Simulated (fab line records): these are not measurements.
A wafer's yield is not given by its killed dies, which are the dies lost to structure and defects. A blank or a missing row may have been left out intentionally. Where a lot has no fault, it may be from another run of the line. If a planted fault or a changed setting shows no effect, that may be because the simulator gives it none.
Which tool did it? ; flow n5-finfet ; 20 lots, 60 wafers sampled, at 6 steps of a route of 1938

== WHAT EACH GAUGE READ, for each wafer ==
Not one reading of a measure or inspect step in the record can be checked against a usual standard deviation.

== TOOL THAT RAN EACH LOT (tool first, then ch and the chambers of the sampled wafers, then the start) ==
lot;N5_GATE_CUT_SAC_CAP_01;N5_GATE_CUT_DESCUM_18;N5_GATE_CUT_ETCH_36;N5_GATE_CUT_ETCH_37;N5_GATE_CUT_HM_OPEN_40;N5_GATE_CUT_ETCH_47
L074;ald-sin-03 ch 1,2,3, day 4 06:11;rie-diel-04 ch 1,3, day 4 09:25;rie-diel-04 ch 1,3, day 4 09:28;rie-diel-04 ch 1,3, day 4 09:29;rie-diel-04 ch 1,3, day 4 09:34;rie-metal-02 ch 0,1, day 4 09:58
L075;ald-sin-01 ch 1,2, day 4 15:05;rie-diel-03 ch 1,3, day 4 18:08;rie-diel-03 ch 1,3, day 4 18:11;rie-diel-03 ch 1,3, day 4 18:13;rie-diel-03 ch 1,3, day 4 18:18;rie-metal-02 ch 0,1, day 4 18:41
L077;ald-sin-01 ch 2,3, day 5 04:16;rie-diel-04 ch 0,3, day 5 07:27;rie-diel-04 ch 0,3, day 5 07:31;rie-diel-04 ch 0,3, day 5 07:32;rie-diel-04 ch 0,3, day 5 07:37;rie-metal-01 ch 0,1, day 5 07:59
L078;ald-sin-03 ch 0,3, day 5 11:17;rie-diel-04 ch 1,2,3, day 5 14:29;rie-diel-04 ch 1,2,3, day 5 14:32;rie-diel-04 ch 1,2,3, day 5 14:34;rie-diel-04 ch 1,2,3, day 5 14:39;rie-metal-02 ch 0,1, day 5 15:01
L080;ald-sin-01 ch 0,1,2, day 5 21:19;rie-diel-03 ch 0,1,2, day 6 00:34;rie-diel-03 ch 0,1,2, day 6 00:37;rie-diel-03 ch 0,1,2, day 6 00:38;rie-diel-03 ch 0,1,2, day 6 00:43;rie-metal-01 ch 0,1, day 6 01:06
L081;ald-sin-02 ch 0,1,3, day 6 02:07;rie-diel-03 ch 0,1,2, day 6 05:22;rie-diel-03 ch 0,1,2, day 6 05:25;rie-diel-03 ch 0,1,2, day 6 05:26;rie-diel-03 ch 0,1,2, day 6 05:31;rie-metal-03 ch 0,1, day 6 05:54
L082;ald-sin-02 ch 0,1,3, day 6 07:47;rie-diel-03 ch 0,1,2, day 6 11:02;rie-diel-03 ch 0,1,2, day 6 11:05;rie-diel-03 ch 0,1,2, day 6 11:07;rie-diel-03 ch 0,1,2, day 6 11:12;rie-metal-03 ch 0,1, day 6 11:35
L083;ald-sin-03 ch 0,1,2, day 6 13:07;rie-diel-04 ch 0,1,3, day 6 16:12;rie-diel-04 ch 0,1,3, day 6 16:15;rie-diel-04 ch 0,1,3, day 6 16:17;rie-diel-04 ch 0,1,3, day 6 16:22;rie-metal-03 ch 0,1, day 6 16:44
L084;ald-sin-02 ch 0,2,3, day 6 20:45;rie-diel-03 ch 1,2,3, day 6 23:50;rie-diel-03 ch 1,2,3, day 6 23:53;rie-diel-03 ch 1,2,3, day 6 23:55;rie-diel-03 ch 1,2,3, day 7 00:00;rie-metal-03 ch 0,1, day 7 00:23
L085;ald-sin-01 ch 0,1,2, day 7 08:00;rie-diel-01 ch 1,2,3, day 7 11:23;rie-diel-01 ch 1,2,3, day 7 11:26;rie-diel-01 ch 1,2,3, day 7 11:28;rie-diel-01 ch 1,2,3, day 7 11:33;rie-metal-02 ch 0,1, day 7 11:57
L086;ald-sin-02 ch 1,2, day 7 13:37;rie-diel-01 ch 1,2,3, day 7 16:41;rie-diel-01 ch 1,2,3, day 7 16:44;rie-diel-01 ch 1,2,3, day 7 16:46;rie-diel-01 ch 1,2,3, day 7 16:51;rie-metal-01 ch 0,1, day 7 17:14
L087;ald-sin-02 ch 0,1,2, day 7 19:02;rie-diel-04 ch 1,3, day 7 22:06;rie-diel-04 ch 1,3, day 7 22:09;rie-diel-04 ch 1,3, day 7 22:11;rie-diel-04 ch 1,3, day 7 22:16;rie-metal-03 ch 0,1, day 7 22:38
L088;ald-sin-01 ch 0,1,2, day 8 04:16;rie-diel-01 ch 1,3, day 8 07:28;rie-diel-01 ch 1,3, day 8 07:32;rie-diel-01 ch 1,3, day 8 07:33;rie-diel-01 ch 1,3, day 8 07:38;rie-metal-02 ch 0,1, day 8 08:02
L090;ald-sin-01 ch 1,2, day 8 09:55;rie-diel-03 ch 0,1, day 8 13:04;rie-diel-03 ch 0,1, day 8 13:07;rie-diel-03 ch 0,1, day 8 13:08;rie-diel-03 ch 0,1, day 8 13:14;rie-metal-02 ch 0,1, day 8 13:37
L091;ald-sin-01 ch 0,1,3, day 8 16:15;rie-diel-03 ch 0,2,3, day 8 19:34;rie-diel-03 ch 0,2,3, day 8 19:37;rie-diel-03 ch 0,2,3, day 8 19:38;rie-diel-03 ch 0,2,3, day 8 19:43;rie-metal-02 ch 0,1, day 8 20:06
L092;ald-sin-03 ch 1,2,3, day 9 02:29;rie-diel-03 ch 0,2,3, day 9 05:44;rie-diel-03 ch 0,2,3, day 9 05:47;rie-diel-03 ch 0,2,3, day 9 05:49;rie-diel-03 ch 0,2,3, day 9 05:53;rie-metal-03 ch 0,1, day 9 06:16
L093;ald-sin-03 ch 0,3, day 9 04:58;rie-diel-03 ch 1,2,3, day 9 08:04;rie-diel-03 ch 1,2,3, day 9 08:07;rie-diel-03 ch 1,2,3, day 9 08:09;rie-diel-03 ch 1,2,3, day 9 08:14;rie-metal-03 ch 1, day 9 08:37
L094;ald-sin-01 ch 1,2, day 9 12:00;rie-diel-03 ch 0,1, day 9 15:11;rie-diel-03 ch 0,1, day 9 15:14;rie-diel-03 ch 0,1, day 9 15:16;rie-diel-03 ch 0,1, day 9 15:20;rie-metal-02 ch 0,1, day 9 15:43
L095;ald-sin-02 ch 0,2,3, day 9 17:04;rie-diel-01 ch 0,1,2, day 9 20:16;rie-diel-01 ch 0,1,2, day 9 20:19;rie-diel-01 ch 0,1,2, day 9 20:21;rie-diel-01 ch 0,1,2, day 9 20:26;rie-metal-03 ch 0,1, day 9 20:49
L096;ald-sin-01 ch 0,1, day 9 22:35;rie-diel-01 ch 0,1,2, day 10 01:45;rie-diel-01 ch 0,1,2, day 10 01:48;rie-diel-01 ch 0,1,2, day 10 01:50;rie-diel-01 ch 0,1,2, day 10 01:55;rie-metal-02 ch 0,1, day 10 02:17
- N5_GATE_CUT_SAC_CAP_01: material SiNx, target thk 24 nm, pulse time 1 s, ald cycles 480.
- N5_GATE_CUT_DESCUM_18: chemistry O2, time 7 s.
- N5_GATE_CUT_ETCH_36: etches SiARC in CF4, target depth 13 nm, time 21.7 s.
- N5_GATE_CUT_ETCH_37: etches SOC in N2/H2, target depth 60 nm, overetch 12 nm, time 90 s.
- N5_GATE_CUT_HM_OPEN_40: chemistry C4F6/O2, target SiO2, target depth 139 nm, time 85.1 s.
- N5_GATE_CUT_ETCH_47: etches SiO2 in Cl2/BCl3, target depth 10 nm.

== AS READ BY THE TOOLS THEMSELVES (means over the sampled wafers that have a number; for cases with no such wafer, the mark the record gives instead) ==
N5_GATE_CUT_SAC_CAP_01. Usual: heater-power-w 866 W, standard deviation 71; precursor-pulse-height-rel 0.998, standard deviation 0.017.
lot;tool;heater-power-w (W);precursor-pulse-height-rel;flag
L074;ald-sin-03;888;1.020;
L075;ald-sin-01;805;0.995;
L077;ald-sin-01;824;0.986;
L078;ald-sin-03;829;0.990;
L080;ald-sin-01;835;1.000;
L081;ald-sin-02;904;1.001;
L082;ald-sin-02;929;0.995;
L083;ald-sin-03;861;1.016;
L084;ald-sin-02;874;0.977;
L085;ald-sin-01;842;1.004;
L086;ald-sin-02;962;1.005;
L087;ald-sin-02;896;0.983;
L088;ald-sin-01;827;0.985;
L090;ald-sin-01;838;1.001;
L091;ald-sin-01;845;1.005;
L092;ald-sin-03;856;0.999;
L093;ald-sin-03;825;1.002;
L094;ald-sin-01;818;1.003;
L095;ald-sin-02;876;0.999;
L096;ald-sin-01;859;0.993;

N5_GATE_CUT_DESCUM_18. Usual: drypump-motor-current-A 5.6 A, standard deviation 0.31; oes-product-au 0.77 a.u., standard deviation 0.056; rf-vpp-V 241.7 V, standard deviation 1.6; showerhead-plenum-p-Torr 2.01 Torr, standard deviation 0.083; temp-c 40.01 C, standard deviation 0.12; throttle-valve-pct 20.33 %, standard deviation 0.16.
lot;tool;drypump-motor-current-A (A);oes-product-au (a.u.);rf-vpp-V (V);showerhead-plenum-p-Torr (Torr);temp-c (C);throttle-valve-pct (%);flag
L074;rie-diel-04;5.4;0.76;241.6;2.01;39.98;20.51;
L075;rie-diel-03;5.6;0.80;241.3;2.01;40.08;20.34;
L077;rie-diel-04;5.5;0.74;243.0;2.06;39.96;20.30;
L078;rie-diel-04;5.6;0.76;241.9;1.98;40.02;20.37;
L080;rie-diel-03;5.7;0.83;241.1;1.98;40.02;20.32;
L081;rie-diel-03;5.7;0.82;241.5;1.98;39.98;20.32;
L082;rie-diel-03;5.6;0.83;241.1;1.98;40.02;20.32;
L083;rie-diel-04;5.4;0.74;241.7;2.03;39.90;20.43;
L084;rie-diel-03;5.6;0.80;241.6;1.99;40.01;20.32;
L085;rie-diel-01;5.7;0.77;242.8;2.08;39.96;20.27;
L086;rie-diel-01;5.7;0.77;243.8;2.08;40.07;20.28;
L087;rie-diel-04;5.7;0.76;242.0;2.01;40.08;20.36;
L088;rie-diel-01;5.8;0.74;242.3;2.10;39.96;20.35;
L090;rie-diel-03;5.6;0.81;240.6;1.97;39.92;20.41;
L091;rie-diel-03;5.4;0.74;239.8;1.95;40.04;20.40;
L092;rie-diel-03;5.4;0.74;240.7;1.95;39.96;20.41;
L093;rie-diel-03;5.6;0.78;242.5;1.99;40.02;20.34;
L094;rie-diel-03;5.6;0.80;241.5;1.97;40.01;20.44;
L095;rie-diel-01;5.8;0.77;243.6;2.14;40.11;20.17;
L096;rie-diel-01;5.8;0.76;244.0;2.14;39.99;20.16;

N5_GATE_CUT_ETCH_36. Usual: drypump-motor-current-A 5.6 A, standard deviation 0.31; etch-rf-on-time-s 21.7 s, standard deviation 0.33; oes-product-au 0.66 a.u., standard deviation 0.048; rf-vpp-V 183.1 V, standard deviation 1.2; showerhead-plenum-p-Torr 2.06 Torr, standard deviation 0.075; throttle-valve-pct 15.52 %, standard deviation 0.2.
lot;tool;drypump-motor-current-A (A);etch-rf-on-time-s (s);oes-product-au (a.u.);rf-vpp-V (V);showerhead-plenum-p-Torr (Torr);throttle-valve-pct (%);flag
L074;rie-diel-04;5.4;22.1;0.65;182.6;2.06;15.68;
L075;rie-diel-03;5.6;21.5;0.69;183.9;2.07;15.56;
L077;rie-diel-04;5.5;21.7;0.63;183.1;2.10;15.47;
L078;rie-diel-04;5.6;21.7;0.66;183.4;2.04;15.55;
L080;rie-diel-03;5.6;21.6;0.72;182.4;2.03;15.45;
L081;rie-diel-03;5.6;21.6;0.71;182.7;2.03;15.45;
L082;rie-diel-03;5.7;21.8;0.70;182.5;2.02;15.46;
L083;rie-diel-04;5.4;21.9;0.63;183.6;2.07;15.60;
L084;rie-diel-03;5.6;21.5;0.69;183.0;2.04;15.49;
L085;rie-diel-01;5.7;21.8;0.65;184.0;2.12;15.48;
L086;rie-diel-01;5.7;21.6;0.66;184.0;2.12;15.49;
L087;rie-diel-04;5.7;21.7;0.65;183.7;2.06;15.53;
L088;rie-diel-01;5.8;22.1;0.63;183.5;2.14;15.55;
L090;rie-diel-03;5.7;21.8;0.69;183.1;2.02;15.55;
L091;rie-diel-03;5.4;21.7;0.64;182.4;2.00;15.62;
L092;rie-diel-03;5.4;21.8;0.64;182.9;2.00;15.64;
L093;rie-diel-03;5.6;21.9;0.66;183.0;2.04;15.53;
L094;rie-diel-03;5.7;21.9;0.68;182.7;2.02;15.56;
L095;rie-diel-01;5.8;21.2;0.67;183.9;2.18;15.34;
L096;rie-diel-01;5.8;21.4;0.66;184.4;2.18;15.35;

N5_GATE_CUT_ETCH_37. Usual: drypump-motor-current-A 5.6 A, standard deviation 0.31; oes-product-au 0.70 a.u., standard deviation 0.047; rf-vpp-V 521.1 V, standard deviation 2.9; showerhead-plenum-p-Torr 2.44 Torr, standard deviation 0.097; temp-c 40.00 C, standard deviation 0.1; throttle-valve-pct 17.72 %, standard deviation 0.19.
lot;tool;drypump-motor-current-A (A);oes-product-au (a.u.);rf-vpp-V (V);showerhead-plenum-p-Torr (Torr);temp-c (C);throttle-valve-pct (%);flag
L074;rie-diel-04;5.4;0.68;520.6;2.44;40.07;17.97;
L075;rie-diel-03;5.6;0.72;521.0;2.45;39.96;17.79;
L077;rie-diel-04;5.5;0.67;522.9;2.49;39.95;17.75;
L078;rie-diel-04;5.7;0.69;519.9;2.41;40.01;17.78;
L080;rie-diel-03;5.7;0.75;519.3;2.39;40.07;17.71;
L081;rie-diel-03;5.7;0.74;519.6;2.39;40.06;17.71;
L082;rie-diel-03;5.6;0.74;520.0;2.39;39.97;17.71;
L083;rie-diel-04;5.4;0.67;522.0;2.46;40.02;17.88;
L084;rie-diel-03;5.6;0.72;520.2;2.42;39.91;17.73;
L085;rie-diel-01;5.8;0.69;523.1;2.52;39.99;17.63;
L086;rie-diel-01;5.8;0.68;523.2;2.51;39.95;17.62;
L087;rie-diel-04;5.7;0.68;520.5;2.45;39.97;17.81;
L088;rie-diel-01;5.8;0.66;523.8;2.53;40.08;17.70;
L090;rie-diel-03;5.6;0.72;519.2;2.39;39.99;17.81;
L091;rie-diel-03;5.4;0.68;518.2;2.37;40.04;17.83;
L092;rie-diel-03;5.4;0.67;518.7;2.36;39.99;17.82;
L093;rie-diel-03;5.6;0.70;520.5;2.41;39.98;17.75;
L094;rie-diel-03;5.7;0.71;520.0;2.38;40.16;17.83;
L095;rie-diel-01;5.8;0.69;525.3;2.59;39.96;17.51;
L096;rie-diel-01;5.8;0.69;525.3;2.59;39.95;17.51;

N5_GATE_CUT_HM_OPEN_40. Usual: drypump-motor-current-A 5.6 A, standard deviation 0.31; etch-rf-on-time-s 94.4 s, standard deviation 1.6; oes-product-au 0.70 a.u., standard deviation 0.051; rf-vpp-V 660 V, standard deviation 8.4; showerhead-plenum-p-Torr 2.74 Torr, standard deviation 0.098; throttle-valve-pct 20.83 %, standard deviation 0.2.
lot;tool;drypump-motor-current-A (A);etch-rf-on-time-s (s);oes-product-au (a.u.);rf-vpp-V (V);showerhead-plenum-p-Torr (Torr);throttle-valve-pct (%);flag
L074;rie-diel-04;5.4;95.3;0.68;670;2.73;20.99;
L075;rie-diel-03;5.6;93.8;0.73;654;2.74;20.86;
L077;rie-diel-04;5.5;95.3;0.67;663;2.79;20.71;
L078;rie-diel-04;5.6;95.7;0.69;668;2.71;20.87;
L080;rie-diel-03;5.7;94.2;0.75;655;2.69;20.80;
L081;rie-diel-03;5.6;95.3;0.74;655;2.69;20.78;
L082;rie-diel-03;5.7;94.5;0.74;655;2.69;20.80;
L083;rie-diel-04;5.4;95.0;0.66;666;2.75;20.87;
L084;rie-diel-03;5.6;95.4;0.72;651;2.72;20.81;
L085;rie-diel-01;5.8;94.1;0.70;665;2.82;20.78;
L086;rie-diel-01;5.7;93.4;0.69;666;2.82;20.78;
L087;rie-diel-04;5.7;93.7;0.69;673;2.74;20.82;
L088;rie-diel-01;5.9;94.9;0.66;666;2.85;20.83;
L090;rie-diel-03;5.7;95.9;0.72;660;2.68;20.89;
L091;rie-diel-03;5.4;95.6;0.67;656;2.67;20.94;
L092;rie-diel-03;5.4;92.7;0.68;657;2.66;20.95;
L093;rie-diel-03;5.6;95.3;0.70;651;2.71;20.84;
L094;rie-diel-03;5.6;92.9;0.72;659;2.68;20.90;
L095;rie-diel-01;5.8;93.7;0.70;665;2.89;20.61;
L096;rie-diel-01;5.8;94.3;0.69;664;2.89;20.61;

N5_GATE_CUT_ETCH_47. Usual: drypump-motor-current-A 5.6 A, standard deviation 0.46; oes-product-au 0.70 a.u., standard deviation 0.1; throttle-valve-pct 22.78 %, standard deviation 0.22.
lot;tool;drypump-motor-current-A (A);oes-product-au (a.u.);throttle-valve-pct (%);flag
L074;rie-metal-02;5.4;0.82;22.63;
L075;rie-metal-02;5.4;0.73;22.57;
L077;rie-metal-01;5.7;0.68;22.75;
L078;rie-metal-02;5.5;0.72;22.57;
L080;rie-metal-01;6.3;0.74;22.61;
L081;rie-metal-03;5.6;0.64;22.99;
L082;rie-metal-03;5.6;0.64;23.00;
L083;rie-metal-03;5.6;0.63;23.00;
L084;rie-metal-03;5.6;0.63;22.99;
L085;rie-metal-02;5.4;0.79;22.63;
L086;rie-metal-01;6.3;0.74;22.62;
L087;rie-metal-03;5.6;0.63;23.00;
L088;rie-metal-02;5.5;0.70;22.59;
L090;rie-metal-02;5.5;0.70;22.58;
L091;rie-metal-02;5.4;0.78;22.64;
L092;rie-metal-03;5.6;0.62;23.01;
L093;rie-metal-03;5.7;0.61;22.97;
L094;rie-metal-02;5.4;0.77;22.64;
L095;rie-metal-03;5.5;0.63;23.05;
L096;rie-metal-02;5.5;0.70;22.60;

== THE ANSWER, worked out from the rows above alone ==
Rule: a lot counts as off when the mean over its wafers that have a number is more than 3 standard deviations away from the usual mean. Also off: a lot with no number at a reading for which 4 or more lots have one. Any other lot the step has rows for is counted as sound. First the gauges in route order, then the tools' own readings, where a lot's mean is used as printed above. At the first step where some lot is off, the reading lying furthest off is the one used; lots without a number count as furthest.
No lot is off at any reading shown: from this, nothing can be told.

== WHAT THE SIMULATOR HAD PUT IN ==
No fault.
